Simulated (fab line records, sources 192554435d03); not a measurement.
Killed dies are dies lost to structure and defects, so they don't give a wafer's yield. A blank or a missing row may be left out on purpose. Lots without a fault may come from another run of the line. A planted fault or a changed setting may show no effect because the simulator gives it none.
A struck lot beside a sound one | flow n5_finfet | 40 steps out of a route of 1938
Sound: wafers L317.2, L317.5, L317.6. Struck: wafers L319.1, L319.2. (L319.4 of the same lot was not struck and is left out.) The cause comes at the end.
At each step with rows: each side's tool, then ch and its chambers, then its first start. Under that, the readings that differ: sound wafers | struck wafers | difference of the means | sigmas: that difference in standard deviations of wafers without a fault.
alike: readings whose means differ by less than 2 such deviations, and words and numbers that are the same on both sides. not compared: withheld readings, readings that some wafer has no value for, bounds like >300 that may hide the same value, and numbers for which the record gives no deviation and whose values overlap.
The two part at a step that has a row with sigmas, a row that says differs or no value, or rows on one side only. Numbers that don't overlap but have no deviation are shown without sigmas and don't part them. A reading that every wafer of one side lacks parts them only if that side has two wafers or more.

first, 10 steps without rows for these wafers: N5_PMOS_HMC_CHANNEL_EPI_PRECLEAN_37 (cleans in O3/DIW, time 45 s); N5_PMOS_HMC_CHANNEL_EPI_PRECLEAN_24 (cleans in DHF, time 30 s); N5_PMOS_HMC_CHANNEL_EPI_SRD_25 (time 30 s); N5_PMOS_HMC_CHANNEL_EPI_EPI_26 (deposits Si from SiH4/H2, target thk 3.8 nm, time 22.7 s); N5_FIN_SAQP_PRECLEAN_42 (cleans in O3/DIW, time 60 s); N5_FIN_SAQP_PRECLEAN_00 (cleans in SC1, time 60 s); N5_FIN_SAQP_PRECLEAN_44 (cleans in SC2, time 45 s); N5_FIN_SAQP_SRD_01 (time 30 s); N5_FIN_SAQP_ALD_61 (deposits SiO2, target thk 4 nm, pulse time 1 s, purge time 2 s); N5_FIN_SAQP_DENSIFY_62 (time 60 s).
N5_FIN_SAQP_HM_DEP_03: deposits SiNx from SiH4/NH3/N2, target thk 38 nm, time 33.6 s.
  sound on pecvd-02 ch 0,1, day 3 03:37; struck on pecvd-02 ch 0,2, day 3 16:00
  reading                                      | sound             | struck      | difference | sigmas
  model.SiNx_of_FIN_SAQP_HM_DEP_03.thk_nm (nm) | 38.17 38.69 38.47 | 18.45 18.47 | -19.98     |
  alike: heater_power_w, showerhead_plenum_p_Torr, throttle_valve_pct
N5_FIN_SAQP_THK_MEAS_05:
  sound on film_metro-01, day 3 03:43; struck on film_metro-01, day 3 16:05
  reading     | sound          | struck    | difference | sigmas
  thk_nm (nm) | 38.2 38.7 38.5 | 18.4 18.5 | -20.0      | -43
then, 24 steps without rows for these wafers: N5_FIN_SAQP_PECVD_47 (deposits a-Si from SiH4/He, target thk 45 nm, time 36.3 s); N5_FIN_SAQP_PECVD_48 (deposits SiNx from SiH4/NH3/N2, target thk 25 nm, time 22.1 s); N5_FIN_SAQP_PECVD_06 (deposits a-Si from SiH4/He, target thk 60 nm, time 48.1 s); N5_FIN_SAQP_HM_DEP_72 (deposits SiO2 from SiH4/N2O, target thk 12 nm, time 7.2 s); N5_FIN_SAQP_COAT_49 (time 60 s, resist thk 100 nm); N5_FIN_SAQP_COAT_50 (time 60 s, resist thk 35 nm); N5_FIN_SAQP_COAT_10 (resist thk 90 nm); N5_FIN_SAQP_EBR_12; N5_FIN_SAQP_SOFTBAKE_11 (time 60 s); N5_FIN_SAQP_EXPOSE_13 (exposes mask FIN CORE, target cd 35.6 nm); N5_FIN_SAQP_PEB_14 (peb time 60 s); N5_FIN_SAQP_DEVELOP_15 (develop time 30 s); N5_FIN_SAQP_DESCUM_21 (chemistry O2, time 7.9 s); N5_FIN_SAQP_ETCH_51 (etches SiARC in CF4, target depth 45.5 nm, time 75.8 s); N5_FIN_SAQP_ETCH_52 (etches SOC in N2/H2, target depth 100 nm, overetch 20 nm, time 150 s); N5_FIN_SAQP_STRIP_53 (strips in N2/H2); N5_FIN_SAQP_HM_OPEN_73 (chemistry CHF3/O2, target SiO2, stops on a-Si, target depth 12 nm, time 16.8 s); N5_FIN_SAQP_STRIP_74 (strips in CHF3/O2); N5_FIN_SAQP_MANDREL_ETCH_22 (etches a-Si in HBr/Cl2, stops on SiNx, target depth 60 nm, bt time 10 s, time 30 s); N5_FIN_SAQP_STRIP_55 (strips in N2/H2); N5_FIN_SAQP_STRIP_23 (strips in SPM, time 750 s); N5_FIN_SAQP_SRD_66 (time 30 s); N5_FIN_SAQP_RECESS_75 (chemistry HF/NH3, target SiO2, target depth 14.4 nm, afs cycles 3, sublimation time 60 s); N5_FIN_SAQP_SPACER1_ALD_24 (deposits SiO2, target thk 20.3 nm, pulse time 1 s, purge time 2 s).
N5_FIN_SAQP_HM_OPEN_33: chemistry CH3F/O2, target SiNx, target depth 49.4 nm, time 70.6 s.
  sound on rie_diel-06 ch 2,3, day 3 08:16; struck on rie_diel-01 ch 0,3, day 3 20:49
  reading                  | sound             | struck      | difference | sigmas
  etch_rf_on_time_s (s)    | 69.5 70.5 70.1    | 33.9 33.1   | -36.5      | -26
  model.etch.depth_nm (nm) | 37.54 38.07 37.84 | 17.83 17.84 | -19.98     |
  alike: CH3F_flow_sccm, bias_w, drypump_motor_current_A, oes_product_au, rf_vpp_V, showerhead_plenum_p_Torr, throttle_valve_pct
  not compared: rf_hours_counter_h, model.FIN_SAQP.cd_nm
N5_FIN_SAQP_FIN_ETCH_36: etches the open film in HBr/Cl2/O2, target depth 120 nm, time 50.4 s.
  sound on rie_si-04 ch 1,2,3, day 3 08:32; struck on rie_si-03 ch 0,2, day 3 21:07
  alike: bias_w, drypump_motor_current_A, oes_product_au, throttle_valve_pct
  not compared: rf_hours_counter_h, model.FIN_SAQP.cd_nm
N5_STI_FIN_REVEAL_RECESS_09: chemistry HF/NH3, target SiO2, afs cycles 11, target depth 42.5 nm, sublimation time 60 s.
  sound on vapor_etch-02 ch 0,1, day 3 17:13; struck on vapor_etch-02 ch 0,1, day 4 05:05
  reading                                      | sound      | struck | difference | sigmas
  model.SiNx_of_FIN_SAQP_HM_DEP_03.thk_nm (nm) | 18.2 19 19 | 0 0    | -19        |
  alike: drypump_motor_current_A
-- the record jumps here: 6 days lie between the struck wafers' starts before and after (it left off in module STI_FIN_REVEAL and takes up again in module BEOL_M4, whose first step shown is number 1111 of the route) --
N5_BEOL_M4_RC_MEAS_101:
  sound on prober-02 ch 0, day 10 02:10; struck on prober-02 ch 0, day 10 07:27
  alike: DIBL_N, DIBL_P, IOFF_N, IOFF_P, ION_N, ION_P, SS_N, SS_P, VT_N, VT_P

WHERE THEY PART
First at N5_FIN_SAQP_THK_MEAS_05; last, within this record, at N5_FIN_SAQP_HM_OPEN_33. Later steps at which nothing parts them and some readings are alike: N5_FIN_SAQP_FIN_ETCH_36, N5_STI_FIN_REVEAL_RECESS_09, N5_BEOL_M4_RC_MEAS_101.

WHY: what the simulator had put in
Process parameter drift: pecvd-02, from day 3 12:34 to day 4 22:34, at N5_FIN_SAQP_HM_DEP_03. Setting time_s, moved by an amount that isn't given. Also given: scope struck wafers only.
